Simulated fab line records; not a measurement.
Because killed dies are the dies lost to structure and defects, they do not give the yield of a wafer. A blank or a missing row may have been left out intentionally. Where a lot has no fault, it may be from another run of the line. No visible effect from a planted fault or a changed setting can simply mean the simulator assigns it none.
Which tool was responsible?	flow n5 finfet	72 wafers from 24 lots sampled at 6 of the route's 1938 steps

== WHAT THE GAUGES SHOWED, per wafer ==
N5_MOL_CONTACT_COAG_CD_MEAS_08: target cd 28 nm. Usual: 28.01 nm for cd nm, sd 0.25.
lot	measured	on	cd nm (nm)	flag
L074	day 4 18:41	cd sem-03	27.59 28.61 27.78	
L075	day 4 23:49	cd sem-02	28.08 27.79 28.00	
L076	day 5 07:25	cd sem-01	28.38 28.03 28.40	
L077	day 5 10:58	cd sem-03	28.35 27.80 28.13	
L078	day 5 18:41	cd sem-02	27.74 27.79 27.80	
L079	day 5 21:28	cd sem-02	27.96 28.15 28.25	
L080	day 6 05:58	cd sem-03	28.17 27.71 27.86	
L081	day 6 11:44	cd sem-02	28.19 28.14 28.08	
L082	day 6 17:55	cd sem-03	28.09 28.37 28.60	
L083	day 6 21:47	cd sem-03	28.21 28.03 27.79	
L084	day 7 04:42	cd sem-01	27.97 28.26 28.26	
L085	day 7 09:29	cd sem-01	27.54 28.01 27.63	
L086	day 7 20:10	cd sem-03	27.61 27.66 28.06	
L087	day 8 01:42	cd sem-02	28.20 28.18 27.84	
L088	day 8 05:35	cd sem-01	27.74 28.09 28.24	
L089	day 8 10:30	cd sem-02	28.10 28.20 28.17	
L090	day 8 16:05	cd sem-02	27.86 27.91 28.27	
L091	day 8 22:05	cd sem-03	27.82 27.54 27.84	
L092	day 9 05:54	cd sem-02	28.36 27.75 27.96	
L093	day 9 16:33	cd sem-03	28.00 28.11 28.13	
L094	day 9 18:03	cd sem-02	28.39 28.10 27.66	
L095	day 10 05:22	cd sem-03	28.05 27.80 27.90	
L096	day 10 06:13	cd sem-03	28.00 28.25 28.18	
L097	day 10 13:25	cd sem-01	27.87 27.75 27.80	

N5_MOL_CONTACT_COAG_OVL_MEAS_85. Usual: VG_OVL gives -0.2 nm (standard deviation 0.56).
lot	measured	on	VG_OVL (nm)	flag
L074	day 5 03:48	overlay-02	0.8 0.5 0.7	
L075	day 5 09:53	overlay-02	0.3 0.4 0.8	
L076	day 5 17:22	overlay-02	-1.0 -0.9 -0.9	
L077	day 5 21:04	overlay-02	-0.9 0.0 -0.4	
L078	day 6 04:11	overlay-01	-0.8 -0.5 -0.3	
L079	day 6 07:35	overlay-02	-0.4 -0.9 0.1	
L080	day 6 15:39	overlay-02	-0.4 -0.2 -1.2	
L081	day 7 00:21	overlay-01	-0.5 0.8 -0.7	
L082	day 7 02:51	overlay-01	0.0 0.0 0.0	
L083	day 7 06:57	overlay-01	-0.6 0.4 0.5	
L084	day 7 13:17	overlay-01	-0.4 -0.6 -0.3	
L085	day 7 18:29	overlay-01	-0.8 -1.2 -0.3	
L086	day 8 13:17	overlay-02	0.2 -0.5 0.0	
L087	day 8 15:11	overlay-02	0.7 0.9 0.1	
L088	day 8 21:56	overlay-01	-0.7 0.1 -0.3	
L089	day 8 21:34	overlay-02	-0.7 -0.3 -0.4	
L090	day 9 02:16	overlay-02	0.2 -0.5 0.8	
L091	day 9 08:40	overlay-02	0.0 0.1 -0.2	
L092	day 9 16:41	overlay-01	1.1 0.1 0.1	
L093	day 10 03:39	overlay-02	0.1 -0.2 -0.8	
L094	day 10 04:15	overlay-01	0.0 0.3 -0.2	
L095	day 10 16:11	overlay-01	0.3 0.1 -0.1	
L096	day 10 16:49	overlay-01	-0.1 -0.7 0.2	
L097	day 10 22:47	overlay-01	-0.4 0.3 0.2	

== WHICH TOOL RAN EACH LOT (tool, then ch and the chambers of the sampled wafers, then the start) ==
lot	N5_GATE_CUT_DESCUM_18	N5_GATE_CUT_VAPOR_ETCH_51	N5_MOL_CONTACT_COAG_ETCH_15	N5_MOL_CONTACT_COAG_SIL_ANNEAL_21
L074	rie diel-06 ch 0,1,3, day 4 14:54	rie metal-01 ch 0,1, day 4 15:32	rie diel-03 ch 0,1,2, day 4 19:02	rtp anneal-02 ch 0, day 4 20:22
L075	rie diel-06 ch 1,3, day 4 20:10	rie metal-02 ch 0,1, day 4 20:47	rie diel-03 ch 0,1,2, day 5 00:21	rtp anneal-02 ch 0, day 5 02:00
L076	rie diel-02 ch 0,2, day 5 03:40	rie metal-02 ch 0,1, day 5 04:19	rie diel-01 ch 0,1,3, day 5 07:46	rtp anneal-02 ch 0, day 5 10:02
L077	rie diel-02 ch 1,2,3, day 5 07:14	rie metal-01 ch 0,1, day 5 07:52	rie diel-01 ch 0,1,3, day 5 11:19	rtp anneal-01 ch 0, day 5 13:12
L078	rie diel-02 ch 0,1,2, day 5 14:44	rie metal-02 ch 0,1, day 5 15:22	rie diel-03 ch 0,1,2, day 5 19:04	rtp anneal-01 ch 0, day 5 21:16
L079	rie diel-04 ch 0,1,3, day 5 17:08	rie metal-02 ch 1, day 5 18:02	rie diel-01 ch 0,1,2, day 5 21:53	rtp anneal-01 ch 0, day 5 23:43
L080	rie diel-04 ch 2,3, day 6 02:04	rie metal-02 ch 0,1, day 6 02:42	rie diel-05 ch 0,3, day 6 06:45	rtp anneal-01 ch 0, day 6 09:13
L081	rie diel-04 ch 0,1,3, day 6 08:04	rie metal-01 ch 0,1, day 6 08:42	rie diel-01 ch 0,3, day 6 12:08	rtp anneal-01 ch 0, day 6 17:21
L082	rie diel-02 ch 0,1, day 6 14:15	rie metal-03 ch 0,1, day 6 14:53	rie diel-05 ch 0,2, day 6 18:19	rtp anneal-01 ch 0, day 6 19:47
L083	rie diel-04 ch 0,1, day 6 18:01	rie metal-02 ch 0,1, day 6 18:38	rie diel-01 ch 0,2, day 6 22:08	rtp anneal-01 ch 0, day 6 23:34
L084	rie diel-04 ch 0,1,2, day 7 00:53	rie metal-03 ch 0,1, day 7 01:30	rie diel-01 ch 0,1,2, day 7 05:39	rtp anneal-01 ch 0, day 7 06:56
L085	rie diel-02 ch 0,1,3, day 7 05:49	rie metal-02 ch 1, day 7 06:26	rie diel-01 ch 1,3, day 7 11:05	rtp anneal-01 ch 0, day 7 12:29
L086	rie diel-04 ch 1,2, day 7 16:23	rie metal-03 ch 0,1, day 7 17:01	rie diel-01 ch 0,1,3, day 7 20:31	rtp anneal-01 ch 0, day 8 05:30
L087	rie diel-02 ch 0,1, day 7 21:46	rie metal-01 ch 1, day 7 22:40	rie diel-03 ch 0,1,2, day 8 02:04	rtp anneal-01 ch 0, day 8 06:02
L088	rie diel-02 ch 0,2,3, day 8 01:56	rie metal-02 ch 0, day 8 02:34	rie diel-03 ch 0,2, day 8 05:56	rtp anneal-02 ch 0, day 8 15:08
L089	rie diel-04 ch 0,1, day 8 06:37	rie metal-02 ch 0,1, day 8 07:20	rie diel-01 ch 2,3, day 8 10:50	rtp anneal-02 ch 0, day 8 14:58
L090	rie diel-04 ch 0,1,3, day 8 12:26	rie metal-02 ch 0,1, day 8 13:04	rie diel-05 ch 0,2, day 8 16:43	rtp anneal-02 ch 0, day 8 17:58
L091	rie diel-06 ch 1,2,3, day 8 17:58	rie metal-01 ch 0,1, day 8 18:37	rie diel-01 ch 0,1,2, day 8 22:44	rtp anneal-02 ch 0, day 9 00:06
L092	rie diel-06 ch 0,3, day 9 02:13	rie metal-03 ch 0,1, day 9 02:51	rie diel-01 ch 0,1,2, day 9 06:19	rtp anneal-02 ch 0, day 9 08:52
L093	rie diel-04 ch 0,1,3, day 9 12:53	rie metal-01 ch 0,1, day 9 13:32	rie diel-03 ch 0,1, day 9 16:53	rtp anneal-01 ch 0, day 9 18:06
L094	rie diel-04 ch 0,1,3, day 9 14:23	rie metal-01 ch 1, day 9 15:02	rie diel-05 ch 0,2,3, day 9 18:53	rtp anneal-01 ch 0, day 9 20:53
L095	rie diel-04 ch 1,2, day 10 01:26	rie metal-02 ch 0,1, day 10 02:04	rie diel-01 ch 0,1, day 10 05:56	rtp anneal-02 ch 0, day 10 07:18
L096	rie diel-04 ch 0,2,3, day 10 02:19	rie metal-03 ch 0,1, day 10 02:56	rie diel-05 ch 1,2,3, day 10 06:33	rtp anneal-01 ch 0, day 10 08:50
L097	rie diel-04 ch 0,1,3, day 10 08:53	rie metal-03 ch 0,1, day 10 09:31	rie diel-01 ch 0,2, day 10 13:46	rtp anneal-02 ch 0, day 10 15:18
- N5_GATE_CUT_DESCUM_18: chemistry O2, time 7 s.
- N5_GATE_CUT_VAPOR_ETCH_51: etches HfO2 in BCl3/Cl2.
- N5_MOL_CONTACT_COAG_ETCH_15: etches SiNx in CH3F/O2, stops on Si:P, target depth 7 nm.
- N5_MOL_CONTACT_COAG_SIL_ANNEAL_21: time 60 s.

== WHAT THE TOOLS THEMSELVES READ (means of the sampled wafers that have a number; where no wafer has one, the mark that the record gives instead) ==
N5_GATE_CUT_DESCUM_18. Usual: drypump motor current A 5.5 A, standard deviation 0.48; oes product au 0.79 a.u., standard deviation 0.062; rf vpp V 243.5 V, standard deviation 1.1; showerhead plenum p Torr 2.12 Torr, standard deviation 0.055; throttle valve pct 20.45 %, standard deviation 0.16.
lot	tool	drypump motor current A (A)	oes product au (a.u.)	rf vpp V (V)	showerhead plenum p Torr (Torr)	throttle valve pct (%)	flag
L074	rie diel-06	5.5	0.72	243.4	2.10	20.40	
L075	rie diel-06	5.8	0.74	243.7	2.14	20.58	
L076	rie diel-02	5.7	0.72	242.3	2.11	20.65	
L077	rie diel-02	5.7	0.76	244.2	2.15	20.42	
L078	rie diel-02	5.8	0.74	244.5	2.12	20.55	
L079	rie diel-04	5.5	0.82	244.1	2.16	20.39	
L080	rie diel-04	5.1	0.87	243.5	2.08	20.50	
L081	rie diel-04	5.5	0.81	244.2	2.15	20.41	
L082	rie diel-02	5.6	0.78	242.3	2.09	20.44	
L083	rie diel-04	5.4	0.79	244.2	2.14	20.34	
L084	rie diel-04	5.4	0.82	243.2	2.11	20.41	
L085	rie diel-02	5.3	0.76	244.5	2.12	20.42	
L086	rie diel-04	5.7	0.80	242.9	2.15	20.45	
L087	rie diel-02	5.6	0.77	242.8	2.09	20.44	
L088	rie diel-02	5.5	0.82	243.1	2.14	20.46	
L089	rie diel-04	5.4	0.78	243.3	2.13	20.37	
L090	rie diel-04	5.5	0.80	243.6	2.15	20.42	
L091	rie diel-06	5.8	0.82	242.8	2.11	20.57	
L092	rie diel-06	5.8	0.86	243.0	2.05	20.19	
L093	rie diel-04	5.5	0.79	243.6	2.15	20.43	
L094	rie diel-04	5.5	0.80	243.3	2.15	20.43	
L095	rie diel-04	5.7	0.77	243.6	2.14	20.48	
L096	rie diel-04	5.1	0.83	242.7	2.09	20.46	
L097	rie diel-04	5.5	0.78	244.2	2.15	20.45	

N5_GATE_CUT_VAPOR_ETCH_51. Usual: drypump motor current A 6.03 A, standard deviation 0.28; oes product au 0.78 a.u., standard deviation 0.13.
lot	tool	drypump motor current A (A)	oes product au (a.u.)	flag
L074	rie metal-01	6.23	0.70	
L075	rie metal-02	6.06	0.77	
L076	rie metal-02	6.06	0.79	
L077	rie metal-01	6.26	0.69	
L078	rie metal-02	6.04	0.77	
L079	rie metal-02	6.29	0.67	
L080	rie metal-02	6.07	0.77	
L081	rie metal-01	6.25	0.68	
L082	rie metal-03	5.90	0.77	
L083	rie metal-02	6.05	0.76	
L084	rie metal-03	5.88	0.77	
L085	rie metal-02	6.28	0.67	
L086	rie metal-03	5.89	0.76	
L087	rie metal-01	6.39	0.72	
L088	rie metal-02	5.62	0.93	
L089	rie metal-02	5.86	0.84	
L090	rie metal-02	6.08	0.75	
L091	rie metal-01	6.10	0.90	
L092	rie metal-03	5.91	0.91	
L093	rie metal-01	6.10	0.89	
L094	rie metal-01	6.39	0.71	
L095	rie metal-02	6.04	0.75	
L096	rie metal-03	5.91	0.89	
L097	rie metal-03	5.91	0.89	

N5_MOL_CONTACT_COAG_ETCH_15. Usual: drypump motor current A 5.7 A, standard deviation 0.39; oes_ar_750_au 0.78 a.u., standard deviation 0.095; oes product au 0.58 a.u., standard deviation 0.07; rf vpp V 298 V, standard deviation 6.3; showerhead plenum p Torr 2.02 Torr, standard deviation 0.075; throttle valve pct 16.37 %, standard deviation 0.26.
lot	tool	drypump motor current A (A)	oes_ar_750_au (a.u.)	oes product au (a.u.)	rf vpp V (V)	showerhead plenum p Torr (Torr)	throttle valve pct (%)	flag
L074	rie diel-03	5.8	0.71	0.52	297	2.02	16.44	
L075	rie diel-03	5.8	0.71	0.52	297	2.02	16.46	
L076	rie diel-01	5.6	0.82	0.60	299	2.02	16.41	
L077	rie diel-01	5.6	0.82	0.60	298	2.01	16.41	
L078	rie diel-03	5.8	0.71	0.51	297	2.01	16.47	
L079	rie diel-01	5.6	0.88	0.65	304	2.06	16.10	
L080	rie diel-05	6.1	0.72	0.52	288	1.90	16.31	
L081	rie diel-01	5.5	0.72	0.54	293	1.96	16.73	
L082	rie diel-05	6.1	0.72	0.53	293	1.95	16.40	
L083	rie diel-01	5.3	0.82	0.61	303	2.08	16.17	
L084	rie diel-01	5.6	0.86	0.64	304	2.06	16.13	
L085	rie diel-01	5.8	0.95	0.70	298	2.11	16.37	
L086	rie diel-01	5.6	0.87	0.64	300	2.09	16.30	
L087	rie diel-03	5.8	0.68	0.51	297	2.00	16.52	
L088	rie diel-03	5.9	0.69	0.51	299	2.04	16.64	
L089	rie diel-01	5.6	0.89	0.66	300	2.07	16.24	
L090	rie diel-05	6.1	0.73	0.53	298	2.02	16.50	
L091	rie diel-01	5.6	0.83	0.62	303	2.05	16.16	
L092	rie diel-01	5.6	0.83	0.61	303	2.05	16.17	
L093	rie diel-03	6.2	0.79	0.58	298	2.03	16.30	
L094	rie diel-05	6.1	0.72	0.52	292	1.95	16.42	
L095	rie diel-01	5.8	0.83	0.61	304	2.06	16.17	
L096	rie diel-05	5.9	0.70	0.52	294	1.97	16.51	
L097	rie diel-01	5.4	0.81	0.60	303	2.04	16.19	

N5_MOL_CONTACT_COAG_SIL_ANNEAL_21. Usual: lamp power pct 7.0 %, standard deviation 0.65; lamp_zone_1_pct 7.0 %, standard deviation 0.65; wafer_temp_C_max 551.8, standard deviation 0.39.
lot	tool	lamp power pct (%)	lamp_zone_1_pct (%)	wafer_temp_C_max	flag
L074	rtp anneal-02	7.7	7.7	552.1	
L075	rtp anneal-02	7.8	7.8	551.6	
L076	rtp anneal-02	7.8	7.7	552.0	
L077	rtp anneal-01	6.4	6.4	551.5	
L078	rtp anneal-01	6.4	6.4	551.9	
L079	rtp anneal-01	6.4	6.4	552.1	
L080	rtp anneal-01	6.4	6.4	551.9	
L081	rtp anneal-01	6.4	6.4	552.2	
L082	rtp anneal-01	6.4	6.4	551.7	
L083	rtp anneal-01	6.4	6.4	551.8	
L084	rtp anneal-01	6.4	6.4	552.0	
L085	rtp anneal-01	6.4	6.4	551.8	
L086	rtp anneal-01	6.4	6.4	551.4	
L087	rtp anneal-01	6.4	6.4	551.8	
L088	rtp anneal-02	7.8	7.8	551.5	
L089	rtp anneal-02	7.7	7.7	551.8	
L090	rtp anneal-02	7.8	7.7	551.6	
L091	rtp anneal-02	7.8	7.7	551.9	
L092	rtp anneal-02	7.8	7.8	551.6	
L093	rtp anneal-01	6.4	6.4	552.1	
L094	rtp anneal-01	6.4	6.4	552.2	
L095	rtp anneal-02	7.8	7.8	551.7	
L096	rtp anneal-01	6.5	6.4	551.5	
L097	rtp anneal-02	7.8	7.8	551.4	

== THE ANSWER, worked out from the rows above alone ==
Rule: take the mean of a lot's wafers that have a number; if it is more than 3 standard deviations from the usual mean, the lot is off. Also off: a lot with no number at a reading for which 4 or more lots have one. Any other lot the step has rows for is counted as sound. The gauges are gone through in route order, then the tools' own readings, and for those a lot's mean is taken as printed above. At the first step where some lot is off, the reading lying furthest off is the one used; lots without a number count as furthest.
None of the lots is off at any reading shown; this tells nothing.

== WHAT HAD BEEN PUT IN BY THE SIMULATOR ==
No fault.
